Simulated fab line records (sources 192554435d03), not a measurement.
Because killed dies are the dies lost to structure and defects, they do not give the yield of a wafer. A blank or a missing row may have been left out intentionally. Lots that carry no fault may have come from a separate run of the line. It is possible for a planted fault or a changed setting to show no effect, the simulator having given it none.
Matching of chambers	flow n5-finfet	3 sister chambers for N5_BEOL_M1_CO_CAP_55 on cvd-co-01
The step material Co, precursor CCTBA/H2, target thk 2 nm, time 102.1 s. 20 wafers are shown with their chamber, then 10 later ones without.

## WAFERS PAIRED WITH THEIR CHAMBERS
wafer	chamber	heater-power-w (W)
L076.1	2	286
L076.5	2	279
L076.6	1	251
L077.2	2	294
L077.3	0	207
L077.6	2	284
L082.1	0	205
L082.2	2	280
L082.6	0	211
L085.1	0	214
L085.2	2	289
L085.6	0	206
L086.1	2	290
L086.4	1	242
L086.5	0	211
L088.1	0	209
L088.2	1	245
L088.5	0	210
L089.1	2	283
L089.2	0	210

SIGNATURES (means of the wafers above)
reading	chamber 0	chamber 1	chamber 2	scatter within a chamber
heater-power-w	209.22	246.00	285.62	4.14
Rule: for a wafer and a chamber, the distance is found by dividing, reading by reading, the gap between the wafer's reading and the chamber's mean by the reading's scatter, squaring, summing and taking the root. The wafer belongs to the nearest chamber; if the next one is less than 2 further off, it can't be placed. How the scatter is found: for the shown wafers, subtract from each reading the mean of its chamber, square and add these, divide the total by (wafers less chambers), then take the root.

## WAFERS WITHOUT THEIR CHAMBER
wafer	heater-power-w (W)
L089.5	206
L092.1	296
L092.3	245
L092.5	248
L093.3	285
L093.5	252
L093.6	199
L094.1	251
L094.2	279
L094.4	246

## WHICH CHAMBER EACH WENT THROUGH
wafer	from the rows above	in truth
L089.5	0	0
L092.1	2	2
L092.3	1	1
L092.5	1	1
L093.3	2	2
L093.5	1	1
L093.6	0	0
L094.1	1	1
L094.2	2	2
L094.4	1	1
Placed correctly: 10 of 10. Number that these rows cannot place: 0. Wrongly placed: 0.
